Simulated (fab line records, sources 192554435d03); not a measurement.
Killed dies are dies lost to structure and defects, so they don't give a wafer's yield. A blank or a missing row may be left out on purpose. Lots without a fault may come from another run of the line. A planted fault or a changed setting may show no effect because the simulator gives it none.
Split-lot experiment | flow n5_finfet | 7 lots, 21 wafers read, on a route of 1938 steps

THE SPLIT
At N5_BEOL_M4_DESCUM_33 (chemistry O2, time 7 s), the setting time_s was moved away from the recipe's 7 s on 6 of the 21 wafers read, by -19.3% to +17.0%. The other wafers ran this setting at the recipe's value.

FROM THE SPLIT TO THE READING: what the file shows between them, 2 steps
- N5_BEOL_M4_ETCH_69: etches SiARC in CF4, target depth 15.6 nm, time 26 s (also split here: cf4_flow_sccm)
- N5_BEOL_M4_ALD_98: deposits SiO2, target thk 2.5 nm, pulse time 1 s, co reactant pulse time 1 s

THE READING
CAR-EUV_of_BEOL_M4_COAT_22.thk_nm (the simulator's own value, which no gauge read), in nm, at N5_BEOL_M4_ETCHBACK_99 (etches SiO2 in CHF3, target depth 5 nm, time 10.4 s). The file gives no usual value for it. The 15 wafers here that ran the recipe average 10.4 nm, standard deviation 0.11 nm.

wafer  | tool, chamber at the split | time_s as run, s | against the recipe | CAR-EUV_of_BEOL_M4_COAT_22.thk_nm, nm | against lot-mates on the recipe
L080.1 | rie_diel-03, 2             | 8.188            | +17.0%             | 9.8                                   | -0.7
L080.2 | rie_diel-03, 3             | 7                | recipe             | 10.6                                  | -
L080.5 | rie_diel-03, 2             | 7                | recipe             | 10.4                                  | -
L081.1 | rie_diel-03, 0             | 7.761            | +10.9%             | 10                                    | -0.4
L081.3 | rie_diel-03, 2,1           | 7                | recipe             | 10.4                                  | -
L081.4 | rie_diel-03, 2,1           | 7                | recipe             | 10.4                                  | -
L090.1 | rie_diel-03, 3             | 7                | recipe             | 10.6                                  | -
L090.5 | rie_diel-03, 0             | 8.001            | +14.3%             | 9.8                                   | -0.6
L090.6 | rie_diel-03, 1             | 7                | recipe             | 10.2                                  | -
L091.2 | rie_diel-03, 2             | 7                | recipe             | 10.2                                  | -
L091.5 | rie_diel-03, 1             | 7                | recipe             | 10.4                                  | -
L091.6 | rie_diel-03, 2             | 7                | recipe             | 10.4                                  | -
L093.2 | rie_diel-04, 1,3,2         | 7                | recipe             | 10.4                                  | -
L093.5 | rie_diel-04, 1,3,2         | 7                | recipe             | 10.4                                  | -
L093.6 | rie_diel-04, 1,3,2         | 7                | recipe             | 10.4                                  | -
L097.2 | rie_diel-04, 1             | 5.955            | -14.9%             | 10.8                                  | +0.5
L097.4 | rie_diel-04, 0,3           | 7                | recipe             | 10.4                                  | -
L097.6 | rie_diel-04, 0,3           | 7                | recipe             | 10.2                                  | -
L096.1 | rie_diel-04, 3             | 7                | recipe             | 10.4                                  | -
L096.2 | rie_diel-04, 2             | 5.648            | -19.3%             | 11.2                                  | +0.8
L096.3 | rie_diel-04, 0             | 5.648            | -19.3%             | 11.2                                  | +0.8
Where a row lists several chambers, the file gives one row for several wafers and doesn't say which wafer went through which chamber.

THE FIT
A straight line over all 21 wafers: CAR-EUV_of_BEOL_M4_COAT_22.thk_nm changes by -0.0381 nm for each +1% of time_s; r = -0.95; the points scatter about the line by 0.11 nm.
The same after taking each lot's own level away (the mean of its wafers on the recipe; 21 wafers): -0.04 nm for each +1%; r = -0.97; scatter 0.092 nm.
On that fit, the largest move of time_s shifts the reading by 0.77 nm.
The lots' own levels span 10.30 to 10.50 nm, that is 1.7 times the standard deviation above.
So the lot-to-lot level changes the slope little: the two slopes agree.
Check: with one of the wafers moved furthest among these (-19.3%) left out of the fit, the line predicts +0.759 nm for it against its lot-mates. It came out at +0.8 nm against them.

OTHER SPLITS ON THESE WAFERS
These wafers also went through other splits before the reading. Each is held against what the fit with the lots' levels taken away leaves over:
other split on the same wafers   | wafers away from the commonest value | r with CAR-EUV_of_BEOL_M4_COAT_22.thk_nm (lot level and that fit taken away)
N5_BEOL_M3_EXPOSE_08 dose_mj     | 6                                    | -0.01
N5_BEOL_M3_EXPOSE_25 dose_mj     | 8                                    | +0.30
N5_BEOL_M4_ETCH_69 cf4_flow_sccm | 5                                    | +0.19

THE WHOLE CHAIN: every reading that the file lists as answering this split, in the file's order
step                   | what it does                                         | reading                                                                            | change (the file's fit)                | r (the file's)
N5_BEOL_M4_DESCUM_33   | chemistry O2, time 7 s                               | CAR-EUV_of_BEOL_M4_COAT_22.thk_nm (the simulator's own value, which no gauge read) | -0.038 nm for each +1% of the setting  | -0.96
N5_BEOL_M4_ETCH_69     | etches SiARC in CF4, target depth 15.6 nm, time 26 s | CAR-EUV_of_BEOL_M4_COAT_22.thk_nm (the simulator's own value, which no gauge read) | -0.0408 nm for each +1% of the setting | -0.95
N5_BEOL_M4_ETCHBACK_99 | etches SiO2 in CHF3, target depth 5 nm, time 10.4 s  | CAR-EUV_of_BEOL_M4_COAT_22.thk_nm (the simulator's own value, which no gauge read) | -0.0396 nm for each +1% of the setting | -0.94

THE FILE'S OWN FIT
CAR-EUV_of_BEOL_M4_COAT_22.thk_nm changes by -0.0396 nm for each +1% of time_s, r = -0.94.
